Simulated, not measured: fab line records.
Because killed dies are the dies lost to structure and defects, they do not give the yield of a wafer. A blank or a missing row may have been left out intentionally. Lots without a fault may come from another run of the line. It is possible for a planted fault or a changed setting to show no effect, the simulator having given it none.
Matching of chambers + flow n5 finfet + N5_BEOL_M6_ETCH_61 on rie diel-06 has 4 sister chambers
The step etches SiARC in CF4, target depth 45.5 nm, time 75.8 s. 4 wafers are shown with their chamber, then 8 later ones without.

== WAFERS PAIRED WITH THEIR CHAMBERS ==
| wafer  | chamber | drypump motor current A (A) |
|--------|---------|-----------------------------|
| L086.6 | 1       | 5.7                         |
| L087.3 | 2       | 4.9                         |
| L087.5 | 0       | 5.7                         |
| L091.1 | 3       | 6.0                         |

== WAFERS WITHOUT THEIR CHAMBER ==
| wafer  | drypump motor current A (A) |
|--------|-----------------------------|
| L091.4 | 5.8                         |
| L091.5 | 5.8                         |
| L094.1 | 5.8                         |
| L094.2 | 6.0                         |
| L094.4 | 4.9                         |
| L096.1 | 6.0                         |
| L096.3 | 4.9                         |
| L096.5 | 5.7                         |

== THE CHAMBER EACH PASSED THROUGH ==
| wafer  | from the rows above          | in truth |
|--------|------------------------------|----------|
| L091.4 | can't be placed: 0 or 1 or 3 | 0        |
| L091.5 | can't be placed: 0 or 1 or 3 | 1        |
| L094.1 | can't be placed: 0 or 1 or 3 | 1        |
| L094.2 | 3                            | 3        |
| L094.4 | 2                            | 2        |
| L096.1 | 3                            | 3        |
| L096.3 | 2                            | 2        |
| L096.5 | can't be placed: 0 or 1      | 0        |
Correct placement for 4 of the 8. Cannot be placed on the basis of these rows: 4; the candidates contain the true chamber in 4. Wrongly placed: 0.
How it was worked out, from the rows above alone: a wafer's distance from a chamber is the root of the sum, over the readings, of the square of ((its reading less the chamber's mean) divided by the reading's scatter). The wafer belongs to the nearest chamber; if the next one is less than 2 further off, it can't be placed. The mean given for a chamber averages the wafers shown for that chamber. The scatter (one wafer shown for each chamber): square how far every hidden wafer sits from the nearest shown wafer, average those squares and take the square root.
